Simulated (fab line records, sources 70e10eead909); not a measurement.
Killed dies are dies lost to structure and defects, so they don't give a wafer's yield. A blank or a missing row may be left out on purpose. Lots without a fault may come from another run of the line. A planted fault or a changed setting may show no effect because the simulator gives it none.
A struck lot beside a sound one | flow nand_harc | 13 steps out of a route of 1159
Sound: wafers L875.1, L875.2, L875.5. Struck: wafers L869.2, L869.3, L869.4. The cause comes at the end.
At each step with rows: each side's tool, then ch and its chambers, then its first start. Under that, the readings that differ: sound wafers | struck wafers | difference of the means | sigmas: that difference in standard deviations of wafers without a fault.
alike: readings whose means differ by less than 2 such deviations, and words and numbers that are the same on both sides. not compared: withheld readings, readings that some wafer has no value for, bounds like >300 that may hide the same value, and numbers for which the record gives no deviation and whose values overlap.
The two part at a step that has a row with sigmas, a row that says differs or no value, or rows on one side only. Numbers that don't overlap but have no deviation are shown without sigmas and don't part them. A reading that every wafer of one side lacks parts them only if that side has two wafers or more.

NHARC_P_CONTACT_CMP_01: polishes SiO2, target thk 200 nm.
  sound on cmp-04 ch 0,3, day 11 00:11; struck on cmp-02 ch 0,1,3, day 9 14:35
  alike: motor_current_A, slurry_filter_dp_kPa, slurry_flow_ml_min
then, 10 steps without rows for these wafers: NHARC_P_CONTACT_SRD_03; NHARC_P_CONTACT_DEHYDRATE_04 (time 120 s); NHARC_P_CONTACT_HMDS_05 (time 30 s); NHARC_P_CONTACT_COAT_33 (time 75 s); NHARC_P_CONTACT_COAT_34 (time 65 s); NHARC_P_CONTACT_COAT_06 (resist thk 90 nm); NHARC_P_CONTACT_SOFTBAKE_07 (time 55 s); NHARC_P_CONTACT_EBR_08; NHARC_P_CONTACT_EXPOSE_09 (exposes mask P CA, target cd 90 nm); NHARC_P_CONTACT_PEB_10 (peb time 65 s).
NHARC_P_CONTACT_DEVELOP_11: develop time 35 s.
  sound on litho_track-06 ch 0, day 11 00:00; struck on litho_track-04, day 9 15:00
  no value came back on the struck wafers for chill_plate_temp_C (C), develop_time_s (s); on the sound wafers chill_plate_temp_C (C) reads 23.18 23.05 23.17
NHARC_P_CONTACT_CD_MEAS_12: target cd 90 nm.
  sound on cd_sem-03 ch 0, day 11 01:01; struck on cd_sem-02 ch 0, day 9 15:16
  reading    | sound          | struck | difference                    | sigmas
  cd_nm (nm) | 90.7 90.2 90.0 | - - -  | no value on the struck wafers |

WHERE THEY PART
First at NHARC_P_CONTACT_DEVELOP_11; last, within this record, at NHARC_P_CONTACT_CD_MEAS_12.

WHY: what the simulator had put in
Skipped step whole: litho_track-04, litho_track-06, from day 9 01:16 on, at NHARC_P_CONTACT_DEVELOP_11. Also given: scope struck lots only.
